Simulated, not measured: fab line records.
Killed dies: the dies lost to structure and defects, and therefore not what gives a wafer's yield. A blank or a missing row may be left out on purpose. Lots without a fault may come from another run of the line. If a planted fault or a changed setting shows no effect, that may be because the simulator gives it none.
Split-lot experiment ; flow n5-finfet ; 21 wafers read across 7 lots, on a route 1938 steps long

ON THE SPLIT
At N5_BEOL_M14_TRENCH_ETCH_34 (etches SiO2 in C4F8/O2/Ar, target depth 556.65 nm, time 126.9 s), the setting bias-w was moved away from the recipe's 2040 W on 8 of the 21 wafers read, by -17.3% to +12.9%. All remaining wafers had this setting at the recipe value.

The reading comes from the split's own step.

THE READING
rf-vpp-V, in V, at N5_BEOL_M14_TRENCH_ETCH_34 (etches SiO2 in C4F8/O2/Ar, target depth 556.65 nm, time 126.9 s). Fault-free wafers of this fab line usually give 2227 V, standard deviation 14 V.

wafer;tool, chamber at the split;bias-w as run, W;against the recipe;rf-vpp-V, V;against lot-mates on the recipe
L074.4;rie-diel-02, 3;2174;+6.6%;2327;+91
L074.5;rie-diel-02, 2;2040;recipe;2244;-
L074.6;rie-diel-02, 3;2040;recipe;2228;-
L075.3;rie-diel-02, 2;2040;recipe;2242;-
L075.5;rie-diel-02, 0;1911;-6.3%;2138;-108
L075.6;rie-diel-02, 1;2040;recipe;2249;-
L083.1;rie-diel-04, 3;2303;+12.9%;2384;+163
L083.2;rie-diel-04, 0;2303;+12.9%;2414;+193
L083.5;rie-diel-04, 0;2040;recipe;2221;-
L082.2;rie-diel-02, 0;1687;-17.3%;1958;-285
L082.3;rie-diel-02, 2;2040;recipe;2243;-
L082.5;rie-diel-02, 0;1687;-17.3%;1958;-285
L084.1;rie-diel-04, 0;2224;+9.0%;2357;+164
L084.3;rie-diel-04, 3;2040;recipe;2193;-
L084.4;rie-diel-04, 3;2040;recipe;2194;-
L092.2;rie-diel-05, 2;2040;recipe;2218;-
L092.3;rie-diel-05, 3;2295;+12.5%;2412;+196
L092.5;rie-diel-05, 0;2040;recipe;2214;-
L085.3;rie-diel-04, 0;2040;recipe;2220;-
L085.4;rie-diel-04, 3;2040;recipe;2192;-
L085.6;rie-diel-04, 1;2040;recipe;2242;-

THE FIT
A straight line over all 21 wafers: rf-vpp-V changes by +14.8 V for each +1% of bias-w; r = +0.99; the points scatter about the line by 18 V.
The same after taking each lot's own level away (the mean of its wafers on the recipe; 21 wafers): +15.7 V for each +1%; r = +0.99; scatter 14 V.
The reading moves by 2.7e+02 V for the largest change in bias-w, on that fit.
Measured against the standard deviation above, the lots' own levels, which go from 2193.5 to 2245.5 V, span 3.7 times it.
Hence the lot-to-lot level has little effect on the slope; both slopes agree.
Check: with one of the wafers moved furthest among these (-17.3%) left out of the fit, the line predicts -272 V for it against its lot-mates. Against them it came out at -285 V.
Tool readings at the split's step, against how far the setting was moved: rf-vpp-V r = +0.99.

ADDITIONAL SPLITS CARRIED BY THESE WAFERS
Other splits were also applied to these wafers ahead of the reading. Each is held against what the fit with the lots' levels taken away leaves over:
other split on the same wafers;wafers away from the commonest value;r with rf-vpp-V (lot level and that fit taken away)
N5_BEOL_M9_COAT_05 spin-rpm;6;-0.36
N5_BEOL_M10_PEB_26 peb-time-s;7;+0.12
N5_BEOL_M10_VIA_ETCH_34 time-s;8;+0.11
N5_BEOL_M11_ILD_DEP_00 temp-c;7;-0.50
N5_BEOL_M11_COAT_60 spin-rpm;6;+0.00

THE FILE'S OWN FIT
rf-vpp-V changes by +15.8 V for each +1% of bias-w, r = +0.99.
